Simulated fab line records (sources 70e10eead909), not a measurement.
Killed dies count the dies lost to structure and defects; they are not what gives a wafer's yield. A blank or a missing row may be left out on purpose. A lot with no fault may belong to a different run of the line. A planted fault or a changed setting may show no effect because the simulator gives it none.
Which of the tools did it?    flow nandHarc    36 wafers from 12 lots sampled at 6 of the route's 1159 steps

== WHAT THE GAUGES READ, wafer by wafer ==
NHARC_A_CONTACT_CD_MEAS_80.
lot   measured      on        cdNm (nm)
L074  day 16 23:56  cdSem-01  188.0 190.0 188.7
L077  day 17 10:08  cdSem-02  189.3 189.9 190.0
L079  day 17 22:59  cdSem-03  190.2 190.3 190.0
L081  day 18 15:49  cdSem-02  190.6 190.5 190.7
L083  day 19 06:02  cdSem-02  189.4 188.6 188.6
L085  day 19 09:29  cdSem-03  189.3 189.0 188.7
L088  day 19 19:17  cdSem-01  190.7 189.9 190.9
L089  day 21 08:46  cdSem-01  190.6 189.3 189.9
L090  day 21 14:52  cdSem-01  189.9 190.2 189.3
L093  day 21 21:23  cdSem-01  190.9 190.0 190.7
L096  day 22 03:21  cdSem-01  189.4 188.9 190.4
L097  day 22 18:41  cdSem-03  190.6 190.5 190.4

== WHAT TOOL EACH LOT RAN ON (gives the tool, then ch and the chambers of the sampled wafers, and finally the start) ==
lot   NHARC_A_CONTACT_ETCH_112            NHARC_A_CONTACT_ETCH_90            NHARC_A_CONTACT_ETCH_96                       NHARC_A_CONTACT_ETCH_125            NHARC_A_CONTACT_ETCH_130
L074  harCapEtch-03 ch 0,1, day 16 12:55  rieDiel-07 ch 0,1,3, day 16 14:32  rieDiel-07 ch 0,1,2, day 16 22:01 or earlier  harCapEtch-01 ch 0,1, day 16 22:01  harCapEtch-01 ch 0,1, day 16 22:44
L077  harCapEtch-03 ch 0,1, day 17 01:13  rieDiel-04 ch 0,3, day 17 02:47    rieDiel-04 ch 0,1,3, day 17 08:15 or earlier  harCapEtch-01 ch 0,1, day 17 08:15  harCapEtch-01 ch 0,1, day 17 08:58
L079  harCapEtch-03 ch 0,1, day 17 13:35  rieDiel-07 ch 0,2, day 17 15:11    rieDiel-07 ch 0,3, day 17 21:04 or earlier    harCapEtch-01 ch 0, day 17 21:04    harCapEtch-01 ch 0, day 17 21:46
L081  harCapEtch-02 ch 0,1, day 18 06:55  rieDiel-07 ch 0,2,3, day 18 08:32  rieDiel-07 ch 0,2, day 18 13:55 or earlier    harCapEtch-01 ch 1, day 18 13:55    harCapEtch-01 ch 1, day 18 14:38
L083  harCapEtch-03 ch 0,1, day 18 16:23  rieDiel-07 ch 0,1,2, day 18 17:59  rieDiel-07 ch 0,1,3, day 19 04:04 or earlier  harCapEtch-01 ch 0,1, day 19 04:04  harCapEtch-01 ch 0,1, day 19 04:46
L085  harCapEtch-01 ch 0,1, day 18 21:24  rieDiel-04 ch 0,1,2, day 18 22:59  rieDiel-04 ch 1,3, day 19 07:35 or earlier    harCapEtch-01 ch 0, day 19 07:35    harCapEtch-01 ch 0, day 19 08:18
L088  harCapEtch-03 ch 0,1, day 19 08:44  rieDiel-02 ch 2,3, day 19 10:22    rieDiel-02 ch 0,3, day 19 17:19 or earlier    harCapEtch-03 ch 0,1, day 19 17:19  harCapEtch-03 ch 0,1, day 19 18:01
L089  harCapEtch-01 ch 0,1, day 20 21:26  rieDiel-04 ch 1,2,3, day 20 23:05  rieDiel-04 ch 2,3, day 21 06:37 or earlier    harCapEtch-03 ch 0,1, day 21 06:37  harCapEtch-03 ch 0,1, day 21 07:33
L090  harCapEtch-02 ch 0, day 21 02:24    rieDiel-04 ch 1,3, day 21 04:00    rieDiel-04 ch 0,1, day 21 04:09               harCapEtch-03 ch 0, day 21 12:37    harCapEtch-03 ch 0, day 21 13:19
L093  harCapEtch-01 ch 0,1, day 21 12:11  rieDiel-04 ch 1,2, day 21 14:09    rieDiel-04 ch 0,1, day 21 19:28 or earlier    harCapEtch-02 ch 0,1, day 21 19:28  harCapEtch-02 ch 0,1, day 21 20:10
L096  harCapEtch-01 ch 0,1, day 21 18:15  rieDiel-04 ch 0,2,3, day 21 19:51  rieDiel-04 ch 0,1,2, day 22 01:25 or earlier  harCapEtch-01 ch 0,1, day 22 01:25  harCapEtch-01 ch 0,1, day 22 02:08
L097  harCapEtch-02 ch 0,1, day 22 09:49  rieDiel-02 ch 0,1,2, day 22 11:23  rieDiel-02 ch 0,2, day 22 16:48 or earlier    harCapEtch-03 ch 0,1, day 22 16:48  harCapEtch-03 ch 0,1, day 22 17:31
- NHARC_A_CONTACT_ETCH_112: etches the open film in C4F8/O2/Ar, time 94 s, target depth 922 nm.
- NHARC_A_CONTACT_ETCH_90: etches the open film in CH3F/O2, target depth 40 nm, time 85.7 s.
- NHARC_A_CONTACT_ETCH_96: etches the open film in C4F6/O2, target depth 20 nm, time 10 s.
- NHARC_A_CONTACT_ETCH_125: etches the open film in C4F8/O2/Ar, time 155 s, target depth 956 nm.
- NHARC_A_CONTACT_ETCH_130: etches the open film in C4F8/O2/Ar, time 155 s, target depth 956 nm.

== THE ANSWER, worked out from the rows above alone ==
Rule: the usual values come from the lots themselves. Put in order of their means at a reading, lots are off if they are a third of the lots or fewer, leave a main group of 4 or more, and stand apart from it by a gap of 3 or more times the standard deviation of the main group's means; of several such gaps the widest counts. The tables above print the reading to a certain number of digits; a main group whose means all agree to those digits is not used. A lot without any number at a reading at which 4 lots or more have one is off too. Any other lot the step has rows for is counted as sound.
Across all readings shown, no lot is off: no conclusion can be drawn from this.

== WHAT THE SIMULATOR HAD INSERTED ==
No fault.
